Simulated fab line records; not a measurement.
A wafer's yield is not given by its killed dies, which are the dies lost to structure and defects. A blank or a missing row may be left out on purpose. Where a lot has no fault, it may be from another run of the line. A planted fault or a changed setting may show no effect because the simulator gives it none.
Comparing a struck lot with a sound one    flow n5-finfet    14 out of 1938 route steps
Sound: these wafers, L174.1, L174.3, L174.5. Struck: wafer L190.1 (left out: L190.3, L190.4 of the same lot, which were not struck); the cause appears at the end.
For every step that has rows: the tool of each side, followed by ch and its chambers, followed by its first start. Under that, the readings that differ: sound wafers    struck wafers    difference of the means    sigmas: that difference in standard deviations of wafers without a fault.
alike: same words and numbers on both sides, and readings whose means sit less than 2 such deviations apart. not compared: any withheld reading, any reading some wafer has no value for, any bound like >300 that may hide the same value, and any number with overlapping values for which the record gives no deviation.
Wherever a step has rows on one side only, a row that says differs or no value, or a row with sigmas, the two part there. Non-overlapping numbers with no deviation appear without sigmas and do not part them. A reading that every wafer of one side lacks parts them only if that side has two wafers or more.

N5_BEOL_M10_STRIP_77: strips in N2/H2, time 10 s.
  sound on rie-diel-01 ch 1,3; struck on rie-diel-06 ch 2
reading                sound              struck  difference  sigmas
oes-product-au (a.u.)  0.78 0.68 0.78     0.96    +0.21       +3
temp-c (C)             40.09 39.84 40.04  40.25   +0.26       +2
  alike: drypump-motor-current-A, rf-vpp-V, showerhead-plenum-p-Torr, throttle-valve-pct
  not compared: rf-hours-counter-h
N5_BEOL_M10_OCD_MEAS_38:
  sound on ocd-02 at day 10 12:17; struck on ocd-01 at day 14 18:52
  alike: trench-depth-nm
then, 4 steps without rows for these wafers: N5_BEOL_M10_HM_STRIP_39 (strips TiN in peroxide tin strip, target depth 25 nm, time 158 s); N5_BEOL_M10_SRD_40 (time 30 s); N5_BEOL_M10_PRECLEAN_42 (cleans in residue remover, time 60 s); N5_BEOL_M10_SRD_43 (time 30 s).
N5_BEOL_M10_CD_MEAS_35: target cd 70 nm.
  sound on cd-sem-01 at day 10 12:32; struck on cd-sem-03 at day 14 19:01
  alike: cd-nm
N5_BEOL_M10_CURE_72: cures SiCOH lowk, time 120 s.
  sound on uv-cure-01 ch 2, day 10 12:35; struck on uv-cure-01 ch 0, day 14 19:03
  alike: lamp-power-pct, wafer_temp_C_max
N5_BEOL_M10_DEGAS_44: time 60 s.
  sound on pvd-sputter-03 at day 10 14:11; struck on pvd-sputter-03 at day 14 19:38
  alike: heater-power-w
then, 1 step without rows for these wafers: N5_BEOL_M10_PRE_CLEAN_45 (time 30 s).
N5_BEOL_M10_ALD_74: deposits TaN, target thk 2 nm, pulse time 2 s, purge time 3 s.
  sound on ald-metal-02 ch 0,1,3, day 10 14:17; struck on ald-metal-04 ch 1, day 14 19:46
  alike: heater-power-w
N5_BEOL_M10_SURFACE_TREAT_76:
  sound on pvd-sputter-02 at day 10 14:35; struck on pvd-sputter-01 at day 14 20:14
  alike: ar-flow-sccm
  not compared: throttle-valve-pct
N5_BEOL_M10_CVD_75: deposits Co from CCTBA/H2, target thk 2 nm, time 138.9 s.
  sound on cvd-co-01 ch 1,2, day 10 14:44; struck on cvd-co-01 ch 2, day 14 20:17
reading           sound              struck  difference  sigmas
run-length-s (s)  161.7 162.0 161.8  87.8    -74.0       -99 or more
then, 1 step without rows for these wafers: N5_BEOL_M10_SPUTTER_48 (material Cu, target thk 12 nm, time 2 s).

WHERE THEY PART
First at N5_BEOL_M10_STRIP_77; last, within this record, at N5_BEOL_M10_CVD_75.

WHY: the cause the simulator had injected
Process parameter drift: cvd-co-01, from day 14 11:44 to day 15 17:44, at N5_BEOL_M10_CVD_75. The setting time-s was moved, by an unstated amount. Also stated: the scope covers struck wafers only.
